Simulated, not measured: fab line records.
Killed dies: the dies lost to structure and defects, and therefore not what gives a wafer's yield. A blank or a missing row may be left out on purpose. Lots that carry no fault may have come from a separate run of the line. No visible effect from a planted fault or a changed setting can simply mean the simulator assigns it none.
Chamber matching :: flow n5_finfet :: N5_BEOL_M13_VIA_ETCH_16 on rie_diel-01 has 4 sister chambers
The step etches SiOC in C4F8/O2/Ar, target depth 921.7 nm. 16 wafers are shown with their chamber, then 8 later ones without.

== WAFERS PAIRED WITH THEIR CHAMBERS ==
wafer: L075.1
chamber: 3
drypump_motor_current_A (A): 6.2
showerhead_plenum_p_Torr (Torr): 3.29
throttle_valve_pct (%): 24.01

wafer: L075.3
chamber: 0
drypump_motor_current_A (A): 5.9
showerhead_plenum_p_Torr (Torr): 3.60
throttle_valve_pct (%): 23.92

wafer: L075.6
chamber: 3
drypump_motor_current_A (A): 6.2
showerhead_plenum_p_Torr (Torr): 3.29
throttle_valve_pct (%): 24.01

wafer: L079.1
chamber: 2
drypump_motor_current_A (A): 6.6
showerhead_plenum_p_Torr (Torr): 3.36
throttle_valve_pct (%): 24.25

wafer: L079.4
chamber: 3
drypump_motor_current_A (A): 6.2
showerhead_plenum_p_Torr (Torr): 3.29
throttle_valve_pct (%): 24.01

wafer: L079.6
chamber: 1
drypump_motor_current_A (A): 4.7
showerhead_plenum_p_Torr (Torr): 3.49
throttle_valve_pct (%): 24.24

wafer: L078.1
chamber: 3
drypump_motor_current_A (A): 6.2
showerhead_plenum_p_Torr (Torr): 3.29
throttle_valve_pct (%): 24.03

wafer: L078.4
chamber: 2
drypump_motor_current_A (A): 6.6
showerhead_plenum_p_Torr (Torr): 3.35
throttle_valve_pct (%): 24.27

wafer: L078.5
chamber: 2
drypump_motor_current_A (A): 6.5
showerhead_plenum_p_Torr (Torr): 3.35
throttle_valve_pct (%): 24.25

wafer: L083.4
chamber: 0
drypump_motor_current_A (A): 5.9
showerhead_plenum_p_Torr (Torr): 3.59
throttle_valve_pct (%): 23.95

wafer: L083.5
chamber: 1
drypump_motor_current_A (A): 4.7
showerhead_plenum_p_Torr (Torr): 3.49
throttle_valve_pct (%): 24.24

wafer: L083.6
chamber: 0
drypump_motor_current_A (A): 5.8
showerhead_plenum_p_Torr (Torr): 3.59
throttle_valve_pct (%): 23.95

wafer: L088.1
chamber: 3
drypump_motor_current_A (A): 6.2
showerhead_plenum_p_Torr (Torr): 3.28
throttle_valve_pct (%): 24.04

wafer: L088.4
chamber: 1
drypump_motor_current_A (A): 4.7
showerhead_plenum_p_Torr (Torr): 3.48
throttle_valve_pct (%): 24.28

wafer: L088.6
chamber: 1
drypump_motor_current_A (A): 4.7
showerhead_plenum_p_Torr (Torr): 3.48
throttle_valve_pct (%): 24.27

wafer: L090.3
chamber: 2
drypump_motor_current_A (A): 6.6
showerhead_plenum_p_Torr (Torr): 3.34
throttle_valve_pct (%): 24.27

SIGNATURES (averages over the wafers above)
reading: drypump_motor_current_A
chamber 0: 5.867
chamber 1: 4.700
chamber 2: 6.575
chamber 3: 6.200
scatter within a chamber: 0.0344

reading: showerhead_plenum_p_Torr
chamber 0: 3.5933
chamber 1: 3.4850
chamber 2: 3.3500
chamber 3: 3.2880
scatter within a chamber: 0.0061

reading: throttle_valve_pct
chamber 0: 23.9400
chamber 1: 24.2575
chamber 2: 24.2600
chamber 3: 24.0200
scatter within a chamber: 0.016
Rule: for each reading, subtract the chamber's mean from the wafer's reading, divide by that reading's scatter and square the result; add these up over the readings and take the root, which gives the wafer's distance from the chamber. The wafer belongs to the nearest chamber; if the next one is less than 2 further off, it can't be placed. The scatter is the square root of a quotient: the sum, over the shown wafers, of each reading's squared deviation from its chamber's mean, divided by wafers minus chambers.

== WAFERS WHOSE CHAMBER IS MISSING ==
wafer: L090.4
drypump_motor_current_A (A): 5.9
showerhead_plenum_p_Torr (Torr): 3.58
throttle_valve_pct (%): 23.94

wafer: L090.5
drypump_motor_current_A (A): 5.9
showerhead_plenum_p_Torr (Torr): 3.58
throttle_valve_pct (%): 23.96

wafer: L092.2
drypump_motor_current_A (A): 5.8
showerhead_plenum_p_Torr (Torr): 3.58
throttle_valve_pct (%): 23.97

wafer: L092.3
drypump_motor_current_A (A): 6.6
showerhead_plenum_p_Torr (Torr): 3.34
throttle_valve_pct (%): 24.28

wafer: L092.5
drypump_motor_current_A (A): 5.8
showerhead_plenum_p_Torr (Torr): 3.58
throttle_valve_pct (%): 23.97

wafer: L096.3
drypump_motor_current_A (A): 6.2
showerhead_plenum_p_Torr (Torr): 3.28
throttle_valve_pct (%): 24.07

wafer: L096.4
drypump_motor_current_A (A): 6.5
showerhead_plenum_p_Torr (Torr): 3.34
throttle_valve_pct (%): 24.27

wafer: L096.5
drypump_motor_current_A (A): 6.2
showerhead_plenum_p_Torr (Torr): 3.28
throttle_valve_pct (%): 24.07

== WHICH CHAMBER EACH WENT THROUGH ==
wafer: L090.4
from the rows above: 0
in truth: 0

wafer: L090.5
from the rows above: 0
in truth: 0

wafer: L092.2
from the rows above: 0
in truth: 0

wafer: L092.3
from the rows above: 2
in truth: 2

wafer: L092.5
from the rows above: 0
in truth: 0

wafer: L096.3
from the rows above: 3
in truth: 3

wafer: L096.4
from the rows above: 2
in truth: 2

wafer: L096.5
from the rows above: 3
in truth: 3
8 of 8 placed correctly. Number that these rows cannot place: 0. 0 placed wrongly.
